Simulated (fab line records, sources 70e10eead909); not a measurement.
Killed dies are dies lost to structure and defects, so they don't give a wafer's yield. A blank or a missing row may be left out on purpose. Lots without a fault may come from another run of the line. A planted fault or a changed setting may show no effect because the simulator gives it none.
fab line records | flow nand_harc | part 1 of 2: steps 1 to 4 of 6
record lots=24 wafers=72 last_day=34
route steps=1302 shown A_STAIRCASE@712
lots that met no fault: from a run of the same line without faults
start_h: hours from the record's first day to the start of the lot's first wafer shown | wait_h: hours since the lot's step before | " the same as in the row above | L1.1+2: a row that stands for several wafers | - no value, or no start given | * or withheld: withheld | < > ~ a bound
route shown NAME@n: a module of which the file shows steps, and the number in the route of the first | usual: mean/standard deviation of fault-free wafers | same: alike in all rows | chamber/n: place in a boat | sites: the reading at each site | _std_site: their standard deviation | _edge_site: outer sites' mean less inner sites' | radius_mm: how far each site lies from the wafer's centre | mask NAME#n: copy n | behind: the tool/chamber that last shaped the wafer | hold: why the lot was held/for how many hours/how that ended | device: the transistor (n, p or np) that didn't switch | end of line: the same wafers' tests at the end of the route | a step without rows: its recipe alone | killed: dies lost to structure and defects at the first sort, not the wafer's yield | map: a wafer's dies, x killed, . not, _ none there
set.NAME: the setting as run; set.NAME@STEP: as run at that earlier step | model.NAME: the simulator's own value behind a step, which no gauge read
steps of the route over a sample of lots; a table a step, a row a wafer
services: from which hour (start_h, from the record's first day; less than 0 if before it) a tool's chamber was out of use, for how many hours, and why
## steps
# step NHARC_A_STAIRCASE_TRIM_198
# recipe time_s=211.2 o2_flow_sccm=500 ar_flow_sccm=0 bias_w=0 chemistry=O2
# usual drypump_motor_current_A=5.8/0.42 oes_product_au=1.001/0.011 rf_vpp_V=57.7/0.92 showerhead_plenum_p_Torr=3.51/0.17 throttle_valve_pct=17.037/0.0089
# columns lot.wafer tool chamber start_h wait_h drypump_motor_current_A oes_product_au rf_hours_counter_h rf_vpp_V showerhead_plenum_p_Torr throttle_valve_pct
L075.4 rie_diel-08 2 - - 6.5 1.015 55 57.3 3.67 17.027
L075.5 " 0 " " 6.0 0.995 - 56.8 3.75 17.052
L075.6 " 1 " " 6.6 0.996 - 57.5 3.47 17.035
L074.4 rie_diel-07 1 - - 5.3 0.994 11 56.4 3.64 17.036
L074.2 " 3 " " 5.5 0.995 16 57.6 3.39 17.057
L074.1 " 0 " " 5.9 0.980 15 57.0 3.32 17.038
L076.3 rie_diel-10 0 - - 5.5 1.015 46 57.8 3.40 17.031
L076.4 " 2 " " 5.6 1.025 38 57.3 3.33 17.041
L076.5 " 3 " " 5.4 1.000 - 57.7 3.37 17.043
L077.3 rie_diel-07 3 - - 5.4 0.991 27 58.7 3.39 17.045
L077.1 " 1 " " 5.3 1.001 20 58.0 3.63 17.037
L077.5 " 2 " " 6.1 0.985 - 59.6 3.79 17.039
L079.2 rie_diel-07 1 - - 5.3 1.000 24 58.4 3.63 17.039
L079.4 " 3 " " 5.4 0.990 33 57.3 3.39 17.047
L079.6 " 2 " " 6.2 0.989 - 58.7 3.79 17.038
L078.3 rie_diel-10 1 - - 5.3 0.997 55 59.4 3.57 17.042
L078.5 " 1 " " 5.3 0.988 - 59.4 3.57 17.051
L078.6 " 2 " " 5.5 1.006 - 57.6 3.33 17.049
L080.4 rie_diel-08 1 - - 6.6 1.004 15 58.9 3.46 17.023
L080.6 " 3 " " 5.7 0.997 - 60.1 3.39 17.039
L080.5 " 0 " " 6.0 0.998 - 57.8 3.74 17.050
L081.1 rie_diel-10 0 - - 5.5 1.021 2 55.7 3.39 17.060
L081.2 " 1 " " 5.3 0.994 2 58.6 3.56 17.049
L081.4 " 2 " " 5.6 1.012 2 58.7 3.32 17.041
L082.1 rie_diel-08 1 - - 6.6 1.025 15 59.0 3.46 17.058
L082.3 " 3 " " 5.7 1.007 16 58.0 3.39 17.030
L082.5 " 0 " " 5.9 1.008 - 58.9 3.74 17.042
L083.3 rie_diel-10 3 - - 5.5 0.998 6 58.4 3.36 17.028
L083.4 " 0 " " 5.5 1.013 10 57.3 3.39 17.034
L083.5 " 3 " " 5.5 1.004 - 57.6 3.36 17.027
L084.4 rie_diel-10 1 - - 5.3 1.013 17 56.6 3.55 17.037
L084.2 " 3 " " 5.5 1.011 15 56.0 3.35 17.032
L084.6 " 1 " " 5.3 1.010 - 57.5 3.55 17.047
L086.1 rie_diel-08 2 - - 6.5 1.011 32 58.5 3.65 17.026
L086.2 " 3 " " 5.7 1.008 32 56.1 3.39 17.025
L086.6 " 0 " " 6.0 1.007 - 59.6 3.73 17.028
L085.3 rie_diel-08 1 - - 6.6 1.021 31 58.1 3.45 17.044
L085.5 " 1 " " 6.6 1.033 - 57.4 3.45 17.029
L085.6 " 2 " " 6.5 1.013 - 57.2 3.65 17.046
L087.2 rie_diel-07 3 - - 5.4 0.987 2 56.6 3.37 17.030
L087.1 " 1 " " 5.3 0.990 2 58.4 3.62 17.035
L087.4 " 2 " " 6.1 0.999 2 57.4 3.78 17.038
L088.2 rie_diel-10 2 - - 5.5 1.019 24 56.6 3.31 17.042
L088.5 " 1 " " 5.4 1.006 - 56.9 3.55 17.041
L088.6 " 2 " " 5.6 1.023 - 57.7 3.31 17.021
L089.1 rie_diel-07 3 - - 5.5 0.990 7 57.1 3.37 17.043
L089.2 " 0 " " 6.0 0.996 6 58.4 3.30 17.044
L089.4 " 2 " " 6.1 0.996 7 57.4 3.77 17.046
L091.4 rie_diel-08 1 - - 6.6 1.013 43 58.4 3.45 17.043
L091.2 " 2 " " 6.5 1.007 46 59.6 3.65 17.032
L091.1 " 0 " " 5.9 1.001 42 57.7 3.72 17.048
L090.3 rie_diel-07 3 - - 5.4 0.992 11 57.6 3.37 17.043
L090.5 " 1 " " 5.3 1.000 - 57.6 3.61 17.036
L090.6 " 2 " " 6.1 1.002 - 58.6 3.77 17.036
L093.4 rie_diel-07 1 - - 5.3 0.993 21 57.8 3.61 17.032
L093.6 " 1 " " 5.3 0.987 - 58.3 3.61 17.038
L093.5 " 2 " " 6.2 0.992 - 57.8 3.77 17.039
L092.3 rie_diel-07 3 - - 5.5 0.986 18 56.7 3.36 17.033
L092.2 " 0 " " 5.9 1.011 21 56.4 3.30 17.036
L092.1 " 1 " " 5.3 1.004 23 57.2 3.61 17.024
L094.3 rie_diel-07 1 - - 5.3 0.988 28 57.4 3.60 17.041
L094.6 " 2 " " 6.1 1.013 - 59.1 3.76 17.031
L094.5 " 3 " " 5.4 0.988 - 58.6 3.36 17.039
L095.1 rie_diel-07 0 - - 6.0 0.997 29 58.0 3.29 17.025
L095.2 " 3 " " 5.5 0.991 30 57.0 3.36 17.033
L095.6 " 1 " " 5.3 0.980 - 57.0 3.60 17.030
L096.1 rie_diel-07 2 - - 6.1 0.990 33 58.1 3.76 17.043
L096.2 " 3 " " 5.4 0.986 31 57.8 3.36 17.060
L096.6 " 1 " " 5.3 0.987 - 57.9 3.60 17.030
L097.3 rie_diel-07 3 - - 5.5 0.999 33 57.7 3.36 17.049
L097.4 " 2 " " 6.1 0.999 36 57.7 3.76 17.024
L097.5 " 0 " " 6.0 1.015 - 56.5 3.29 17.040
# step NHARC_A_STAIRCASE_ETCH_203
# recipe target_depth_a=1000 time_s=40.5 ion_energy_ev=400 c4f8_flow_sccm=20 o2_flow_sccm=10 ar_flow_sccm=withheld rf_w=600 bias_w=1000 chemistry=C4F8/O2
# usual oes_product_au=0.945/0.011 rf_vpp_V=895/6.2
# columns lot.wafer tool chamber start_h wait_h oes_product_au rf_hours_counter_h rf_vpp_V
L075.4 rie_diel-08 2 - - 0.958 56 901
L075.5 " 1 " " 0.940 - 893
L075.6 " 2 " " 0.935 - 902
L074.1 rie_diel-07 0 - - 0.930 15 889
L074.2 " 1 " " 0.946 12 899
L074.4 " 3 " " 0.938 16 891
L076.3 rie_diel-10 3 - - 0.940 41 889
L076.4 " 1 " " 0.930 47 898
L076.5 " 3 " " 0.935 - 891
L077.1 rie_diel-07 3 - - 0.930 27 889
L077.3 " 0 " " 0.920 25 888
L077.5 " 3 " " 0.933 - 891
L079.2 rie_diel-07 0 - - 0.921 29 889
L079.4 " 1 " " 0.937 24 899
L079.6 " 2 " " 0.932 - 905
L078.3 rie_diel-10 2 - - 0.954 47 889
L078.6 " 3 " " 0.934 - 888
L078.5 " 0 " " 0.969 - 890
L080.4 rie_diel-08 2 - - 0.952 16 900
L080.5 " 3 " " 0.934 - 891
L080.6 " 0 " " 0.932 - 904
L081.1 rie_diel-10 3 - - 0.953 1 889
L081.2 " 0 " " 0.962 3 892
L081.4 " 0 " " 0.961 - 890
L082.3 rie_diel-08 0 - - 0.943 15 902
L082.1 " 1 " " 0.959 16 894
L082.5 " 2 " " 0.961 - 899
L083.3 rie_diel-10 2 - - 0.971 8 889
L083.4 " 0 " " 0.958 10 891
L083.5 " 3 " " 0.946 - 889
L084.4 rie_diel-08 1 480.61 - 0.948 30 892
L084.2 " 2 " " 0.936 31 900
L084.6 " 0 " " 0.930 - 903
L086.1 rie_diel-08 2 - - 0.942 32 899
L086.2 " 0 " " 0.945 31 903
L086.6 " 2 " " 0.943 - 900
L085.3 rie_diel-08 3 - - 0.954 33 890
L085.5 " 0 " " 0.946 - 903
L085.6 " 1 " " 0.976 - 893
L087.4 rie_diel-07 1 - - 0.944 2 900
L087.1 " 2 " " 0.956 2 904
L087.2 " 0 " " 0.948 2 888
L088.2 rie_diel-10 3 - - 0.949 23 890
L088.6 " 1 " " 0.942 - 898
L088.5 " 2 " " 0.959 - 888
L089.4 rie_diel-07 1 - - 0.964 7 900
L089.1 " 2 " " 0.947 8 905
L089.2 " 3 " " 0.938 7 888
L091.1 rie_diel-08 3 - - 0.955 45 893
L091.2 " 0 " " 0.962 42 903
L091.4 " 2 " " 0.948 46 900
L090.3 rie_diel-07 2 - - 0.940 14 904
L090.5 " 2 " " 0.934 - 904
L090.6 " 3 " " 0.925 - 890
L093.4 rie_diel-07 1 - - 0.946 22 898
L093.6 " 0 " " 0.931 - 887
L093.5 " 1 " " 0.948 - 900
L092.1 rie_diel-07 0 - - 0.950 21 888
L092.3 " 1 " " 0.947 23 898
L092.2 " 2 " " 0.939 20 904
L094.3 rie_diel-07 0 - - 0.938 26 888
L094.6 " 2 " " 0.955 - 906
L094.5 " 3 " " 0.935 - 891
L095.2 rie_diel-07 1 - - 0.936 32 898
L095.1 " 0 " " 0.952 30 887
L095.6 " 2 " " 0.946 - 905
L096.2 rie_diel-07 1 - - 0.947 33 899
L096.1 " 0 " " 0.941 30 887
L096.6 " 1 " " 0.949 - 897
L097.3 rie_diel-07 2 - - 0.943 36 904
L097.4 " 0 " " 0.951 33 886
L097.5 " 3 " " 0.927 - 890
# step NHARC_A_STAIRCASE_TRIM_235
# recipe time_s=211.2 o2_flow_sccm=500 ar_flow_sccm=0 bias_w=0 chemistry=O2
# usual drypump_motor_current_A=5.9/0.43 oes_product_au=1.003/0.01 rf_vpp_V=57.6/0.87 showerhead_plenum_p_Torr=3.51/0.16 throttle_valve_pct=17.037/0.0099
# columns lot.wafer tool chamber start_h wait_h drypump_motor_current_A oes_product_au rf_hours_counter_h rf_vpp_V showerhead_plenum_p_Torr throttle_valve_pct
L075.4 rie_diel-10 1 - - 5.3 0.994 40 58.3 3.57 17.045
L075.5 " 0 " " 5.5 1.023 - 57.2 3.40 17.046
L075.6 " 1 " " 5.3 1.006 - 56.9 3.57 17.036
L074.2 rie_diel-10 3 - - 5.5 1.005 38 58.0 3.37 17.035
L074.1 " 0 " " 5.5 1.004 43 56.6 3.40 17.036
L074.4 " 2 " " 5.5 1.012 34 57.2 3.33 17.048
L076.4 rie_diel-08 3 - - 5.7 1.003 0 56.6 3.40 17.038
L076.3 " 1 " " 6.6 1.009 0 57.7 3.47 17.028
L076.5 " 3 " " 5.7 1.012 - 57.1 3.40 17.038
L077.1 rie_diel-10 1 - - 5.3 0.984 53 57.2 3.57 17.048
L077.3 " 3 " " 5.5 0.993 46 56.3 3.37 17.021
L077.5 " 0 " " 5.5 1.002 - 58.6 3.40 17.028
L079.4 rie_diel-08 2 - - 6.5 1.001 10 57.3 3.67 17.035
L079.2 " 1 " " 6.6 1.012 9 57.8 3.47 17.043
L079.6 " 2 " " 6.6 1.020 - 57.8 3.67 17.036
L078.3 rie_diel-08 1 - - 6.6 1.014 9 57.7 3.47 17.025
L078.5 " 3 " " 5.7 0.996 - 56.7 3.40 17.024
L078.6 " 0 " " 6.0 1.012 - 58.6 3.74 17.035
L080.4 rie_diel-08 2 - - 6.5 1.013 17 58.9 3.66 17.034
L080.5 " 0 " " 6.0 1.006 - 58.6 3.74 17.044
L080.6 " 1 " " 6.6 1.020 - 57.2 3.46 17.026
L081.2 rie_diel-07 3 - - 5.5 0.976 47 56.9 3.38 17.021
L081.4 " 0 " " 6.0 0.981 41 58.0 3.31 17.038
L081.1 " 1 " " 5.3 0.994 34 57.8 3.62 17.033
L082.3 rie_diel-08 2 - - 6.5 1.011 21 59.4 3.66 17.029
L082.1 " 1 " " 6.6 1.019 19 59.4 3.46 17.034
L082.5 " 3 " " 5.7 1.012 - 57.7 3.39 17.027
L083.3 rie_diel-10 3 - - 5.5 1.004 7 57.2 3.36 17.023
L083.4 " 0 " " 5.5 1.007 11 57.2 3.39 17.037
L083.5 " 2 " " 5.5 1.012 - 57.0 3.32 17.029
L084.2 rie_diel-07 3 - - 5.4 1.002 0 57.5 3.37 17.042
L084.4 " 2 " " 6.1 1.016 0 58.7 3.78 17.033
L084.6 " 0 " " 6.0 1.006 - 57.0 3.31 17.051
L086.1 rie_diel-08 3 - - 5.7 1.001 34 57.3 3.38 17.042
L086.2 " 1 " " 6.6 1.021 33 57.1 3.45 17.018
L086.6 " 2 " " 6.5 1.003 - 58.1 3.65 17.029
L085.3 rie_diel-07 0 - - 6.0 1.006 2 57.7 3.31 17.038
L085.6 " 3 " " 5.5 0.997 - 58.4 3.37 17.048
L085.5 " 0 " " 6.0 0.998 - 56.0 3.31 17.047
L087.2 rie_diel-08 3 - - 5.7 1.003 35 56.7 3.38 17.060
L087.1 " 0 " " 6.0 0.999 34 57.4 3.73 17.049
L087.4 " 2 " " 6.5 1.010 35 58.1 3.65 17.031
L088.2 rie_diel-08 2 - - 6.5 1.017 45 58.7 3.65 17.024
L088.6 " 3 " " 5.7 1.010 - 59.0 3.38 17.021
L088.5 " 0 " " 6.0 1.000 - 57.7 3.72 17.040
L089.1 rie_diel-07 1 - - 5.3 0.987 13 57.7 3.61 17.051
L089.4 " 3 " " 5.5 0.991 11 58.0 3.37 17.041
L089.2 " 0 " " 6.0 1.001 11 55.2 3.30 17.042
L091.1 rie_diel-08 3 - - 5.7 0.995 45 58.0 3.38 17.056
L091.2 " 1 " " 6.6 1.014 44 57.3 3.45 17.044
L091.4 " 2 " " 6.5 1.008 47 58.7 3.65 17.053
L090.3 rie_diel-07 3 - - 5.5 0.989 13 57.2 3.37 17.036
L090.5 " 3 " " 5.5 0.983 - 57.9 3.37 17.017
L090.6 " 0 " " 6.0 0.995 - 56.6 3.30 17.029
L093.4 rie_diel-08 2 - - 6.5 1.004 57 59.2 3.64 17.040
L093.5 " 3 " " 5.7 0.998 - 58.8 3.37 17.016
L093.6 " 0 " " 6.0 0.996 - 59.6 3.72 17.045
L092.1 rie_diel-07 2 - - 6.2 1.008 21 58.5 3.76 17.019
L092.2 " 3 " " 5.5 0.997 19 57.7 3.36 17.026
L092.3 " 0 " " 6.0 1.005 22 56.0 3.30 17.033
L094.3 rie_diel-10 0 - - 5.5 1.005 52 58.0 3.37 17.027
L094.6 " 2 " " 5.6 1.010 - 56.1 3.30 17.033
L094.5 " 3 " " 5.5 0.996 - 57.4 3.34 17.039
L095.1 rie_diel-07 0 - - 6.0 1.007 31 56.6 3.29 17.028
L095.2 " 1 " " 5.3 0.994 33 58.7 3.60 17.028
L095.6 " 2 " " 6.2 1.003 - 58.2 3.76 17.034
L096.2 rie_diel-08 0 - - 6.0 0.985 15 58.0 3.71 17.050
L096.1 " 2 " " 6.5 1.007 8 57.8 3.64 17.042
L096.6 " 0 " " 6.0 1.002 - 57.5 3.71 17.033
L097.4 rie_diel-08 2 - - 6.5 0.999 9 57.7 3.63 17.033
L097.3 " 3 " " 5.7 0.997 9 58.6 3.37 17.042
L097.5 " 0 " " 5.9 0.996 - 57.1 3.71 17.046
# step NHARC_A_STAIRCASE_ETCH_253
# recipe target_depth_a=500 time_s=20.2 ion_energy_ev=400 c4f8_flow_sccm=20 o2_flow_sccm=10 ar_flow_sccm=withheld rf_w=600 bias_w=1000 chemistry=C4F8/O2
# usual oes_product_au=0.956/0.019 rf_vpp_V=895/6.5
# columns lot.wafer tool chamber start_h wait_h oes_product_au rf_hours_counter_h rf_vpp_V
L075.4 rie_diel-07 2 368.34 0.1 0.965 17 906
L075.6 " 0 " " 0.950 - 889
L075.5 " 1 " " 0.954 - 902
L074.1 rie_diel-07 1 372.51 0.1 0.947 13 900
L074.2 " 3 " " 0.938 18 892
L074.4 " 0 " " 0.937 18 888
L076.4 rie_diel-07 3 382.22 0.1 0.925 22 892
L076.3 " 0 " " 0.911 22 889
L076.5 " 0 " " 0.919 - 889
L077.1 rie_diel-08 0 403.71 0.1 0.923 7 902
L077.3 " 2 " " 0.942 8 900
L077.5 " 1 " " 0.944 - 893
L079.2 rie_diel-08 2 414.22 0.1 0.999 10 902
L079.4 " 3 " " 0.985 11 892
L079.6 " 2 " " 0.996 - 901
L078.3 rie_diel-08 2 415.12 0.1 0.967 10 902
L078.6 " 3 " " 0.948 - 892
L078.5 " 0 " " 0.950 - 903
L080.4 rie_diel-07 3 442.93 0.1 0.935 47 890
L080.5 " 1 " " 0.959 - 900
L080.6 " 2 " " 0.934 - 905
L081.4 rie_diel-07 0 446.32 0.1 0.938 41 890
L081.1 " 2 " " 0.943 44 907
L081.2 " 3 " " 0.950 47 890
L082.3 rie_diel-10 3 446.55 0.1 0.963 4 890
L082.1 " 1 " " 0.963 7 898
L082.5 " 2 " " 0.963 - 889
L083.4 rie_diel-07 3 462.08 0.1 0.966 51 889
L083.3 " 0 " " 0.955 44 888
L083.5 " 2 " " 0.990 - 907
L084.2 rie_diel-07 1 486.21 0.1 0.951 1 900
L084.4 " 0 " " 0.965 1 888
L084.6 " 1 " " 0.953 - 898
L086.2 rie_diel-07 2 488.38 0.1 0.973 2 904
L086.1 " 0 " " 0.975 2 886
L086.6 " 2 " " 0.964 - 904
L085.3 rie_diel-10 0 488.95 0.1 0.994 21 890
L085.6 " 0 " " 0.995 - 889
L085.5 " 1 " " 0.953 - 897
L087.1 rie_diel-08 2 496.04 0.1 0.970 35 901
L087.2 " 3 " " 0.952 35 891
L087.4 " 0 " " 0.962 34 903
L088.2 rie_diel-07 3 518.56 0.1 0.953 11 889
L088.6 " 1 " " 0.973 - 898
L088.5 " 2 " " 0.977 - 904
L089.4 rie_diel-07 1 519.10 0.1 0.963 13 899
L089.2 " 2 " " 0.972 13 904
L089.1 " 0 " " 0.969 11 888
L091.4 rie_diel-07 0 525.34 0.1 0.939 13 888
L091.2 " 2 " " 0.945 15 904
L091.1 " 3 " " 0.944 13 890
L090.3 rie_diel-10 1 527.47 0.1 0.930 32 898
L090.6 " 1 " " 0.923 - 896
L090.5 " 2 " " 0.952 - 887
L093.4 rie_diel-07 0 546.10 0.1 0.985 21 889
L093.5 " 2 " " 0.963 - 905
L093.6 " 3 " " 0.975 - 891
L092.2 rie_diel-07 3 551.56 0.1 0.942 21 890
L092.3 " 0 " " 0.952 23 886
L092.1 " 1 " " 0.933 25 900
L094.3 rie_diel-08 1 575.08 0.1 0.983 4 894
L094.5 " 3 " " 0.980 - 890
L094.6 " 0 " " 0.969 - 902
L095.2 rie_diel-10 2 593.24 0.1 0.962 64 886
L095.1 " 3 " " 0.948 54 888
L095.6 " 1 " " 0.940 - 897
L096.2 rie_diel-10 2 595.67 0.2 0.975 64 888
L096.1 " 1 " " 0.938 63 897
L096.6 " 2 " " 0.969 - 886
L097.3 rie_diel-07 3 601.65 0.1 0.942 36 890
L097.4 " 2 " " 0.961 38 903
L097.5 " 0 " " 0.956 - 888
